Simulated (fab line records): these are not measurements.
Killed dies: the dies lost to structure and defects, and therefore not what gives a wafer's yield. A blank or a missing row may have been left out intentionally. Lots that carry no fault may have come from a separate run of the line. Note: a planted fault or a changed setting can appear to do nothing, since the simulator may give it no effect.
Comparing a struck lot with a sound one | flow nandHarc | 14 steps out of a route of 1159
Sound: wafers L881.1, L881.2, L881.3. The struck wafers were L879.2, L879.5, L879.6. The cause comes at the end.
Each step with rows lists, per side, the tool, then ch with its chambers, then its first start. Under that, the readings that differ: sound wafers | struck wafers | difference of the means | sigmas: that difference in standard deviations of wafers without a fault.
alike: a reading whose means differ by less than 2 such deviations, as well as words and numbers matching on both sides. not compared: withheld readings; readings where some wafer has no value; bounds like >300 that might hide an equal value; numbers whose values overlap and for which the record gives no deviation.
The two part at a step that has a row with sigmas, a row that says differs or no value, or rows on one side only. Numbers that don't overlap but have no deviation are shown without sigmas and don't part them. A reading missing from all wafers of one side parts the sides only when that side holds two or more wafers.

first, 9 steps without rows for these wafers: NHARC_P_GATE_SRD_100; NHARC_P_GATE_DEHYDRATE_38 (time 120 s); NHARC_P_GATE_HMDS_39 (time 30 s); NHARC_P_GATE_COAT_40; NHARC_P_GATE_SOFTBAKE_41 (time 95 s); NHARC_P_GATE_EBR_42; NHARC_P_GATE_EXPOSE_43 (exposes mask P NSD, target cd 720 nm); NHARC_P_GATE_PEB_44 (peb time 85 s); NHARC_P_GATE_DEVELOP_45 (time 70 s).
NHARC_P_GATE_CD_MEAS_46 targets a cd of 720 nm.
  sound on cdSem-03 ch 0, day 8 11:22; struck on cdSem-02 ch 0, day 8 13:58
  alike: cdNm
then, 1 step without rows for these wafers: NHARC_P_GATE_HARDBAKE_47 (time 80 s).
NHARC_P_GATE_DESCUM_48: chemistry O2, time 3 s.
  sound on rieDiel-11 ch 0,2,3, day 8 11:32; struck on rieDiel-03 ch 0,2,3, day 8 14:08
reading    | sound          | struck         | difference | sigmas
rfVppV (V) | 56.7 55.3 57.0 | 59.1 57.4 59.0 | +2.2       | +2
  alike: drypumpMotorCurrentA, o2FlowSccm, oesProductAu, showerheadPlenumPTorr, throttleValvePct
  not compared: rfHoursCounterH
NHARC_P_GATE_IMPLANT_49:
  sound on implanter-01 ch 0, day 8 11:41; struck on implanter-01, day 8 14:18
  no value came back on the struck wafers for beamEnergyKeV, beamOnS (s), tiltDeg (degrees); on the sound wafers beamEnergyKeV reads 30.001 30.002 30.013
NHARC_P_GATE_STRIP_111: strips in N2/H2, time 250 s.
  sound on plasmaAsher-02 ch 0,1, day 8 11:55; struck on plasmaAsher-01 ch 0,1, day 8 14:29
  alike: drypumpMotorCurrentA, heaterPowerW
  not compared: rfHoursCounterH

== WHERE THEY PART ==
First at NHARC_P_GATE_DESCUM_48; last, within this record, at NHARC_P_GATE_IMPLANT_49. Later steps at which nothing parts them and some readings are alike: NHARC_P_GATE_STRIP_111.

WHY: whatever the simulator had introduced
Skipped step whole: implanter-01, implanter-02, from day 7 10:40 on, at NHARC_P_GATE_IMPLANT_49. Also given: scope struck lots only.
